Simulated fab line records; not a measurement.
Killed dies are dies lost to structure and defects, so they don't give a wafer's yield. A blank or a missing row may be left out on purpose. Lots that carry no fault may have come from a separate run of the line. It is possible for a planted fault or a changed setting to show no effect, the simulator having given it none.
Chamber matching    flow n5_finfet    N5_BEOL_M4_DEP_57 on pecvd-01: 3 sister chambers
The step deposits SiCN from 3MS/NH3, target thk 8 nm, time 14 s. 3 wafers are shown with their chamber, then 8 later ones without.

## WAFERS PAIRED WITH THEIR CHAMBERS
wafer   chamber  showerhead_plenum_p_Torr (Torr)
L089.4  2        3.681
L089.6  1        3.646
L090.1  0        3.674

## WAFERS WITH NO CHAMBER GIVEN
wafer   showerhead_plenum_p_Torr (Torr)
L090.2  3.672
L090.3  3.656
L090.4  3.684
L090.5  3.677
L090.6  3.647
L092.3  3.689
L092.5  3.682
L092.6  3.645

## THE CHAMBER EACH PASSED THROUGH
wafer   from the rows above      in truth
L090.2  can't be placed: 0 or 2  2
L090.3  can't be placed: 1 or 0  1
L090.4  can't be placed: 2 or 0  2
L090.5  can't be placed: 0 or 2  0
L090.6  1                        1
L092.3  can't be placed: 2 or 0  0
L092.5  can't be placed: 2 or 0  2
L092.6  1                        1
2 of 8 placed correctly. Not placeable from these rows: 6 (in 6, the candidates include the true chamber). Number placed wrongly: 0.
How it was worked out, from the rows above alone: a wafer's distance from a chamber is the root of the sum, over the readings, of the square of ((its reading less the chamber's mean) divided by the reading's scatter). The wafer belongs to the nearest chamber; if the next one is less than 2 further off, it can't be placed. For every chamber, the mean is computed from those of its wafers that are shown. The scatter (one wafer shown for each chamber): square how far every hidden wafer sits from the nearest shown wafer, average those squares and take the square root.
